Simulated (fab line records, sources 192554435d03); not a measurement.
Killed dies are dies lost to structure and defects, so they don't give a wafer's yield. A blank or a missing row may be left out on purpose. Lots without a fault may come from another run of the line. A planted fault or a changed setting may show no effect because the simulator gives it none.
Chamber matching | flow n5_finfet | N5_BEOL_M5_VIA_ETCH_34 on rie_diel-01: 4 sister chambers
The step etches SiCOH lowk in C4F6/O2, target depth 88.3 nm, time 39.2 s. 4 wafers are shown with their chamber, then 8 later ones without.

WAFERS WITH THEIR CHAMBER
wafer  | chamber | rf_vpp_V (V)
L080.2 | 1       | 674
L084.1 | 3       | 670
L084.2 | 0       | 694
L094.3 | 2       | 688

WAFERS WITHOUT THEIR CHAMBER
wafer  | rf_vpp_V (V)
L094.4 | 688
L094.5 | 694
L089.3 | 695
L089.5 | 673
L089.6 | 692
L096.1 | 669
L096.4 | 671
L096.5 | 672

WHICH CHAMBER EACH WENT THROUGH
wafer  | from the rows above     | in truth
L094.4 | 2                       | 2
L094.5 | 0                       | 0
L089.3 | 0                       | 0
L089.5 | can't be placed: 1 or 3 | 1
L089.6 | can't be placed: 0 or 2 | 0
L096.1 | 3                       | 3
L096.4 | can't be placed: 3 or 1 | 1
L096.5 | can't be placed: 1 or 3 | 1
Placed correctly: 4 of 8. Can't be placed from these rows: 4 (the true chamber is among the candidates in 4). Placed wrongly: 0.
How it was worked out, from the rows above alone: a wafer's distance from a chamber is the root of the sum, over the readings, of the square of ((its reading less the chamber's mean) divided by the reading's scatter). The wafer belongs to the nearest chamber; if the next one is less than 2 further off, it can't be placed. A chamber's mean is the mean of its shown wafers. The scatter: with one shown wafer a chamber, the root of the mean of the squares of how far each hidden wafer lies from its nearest shown one.
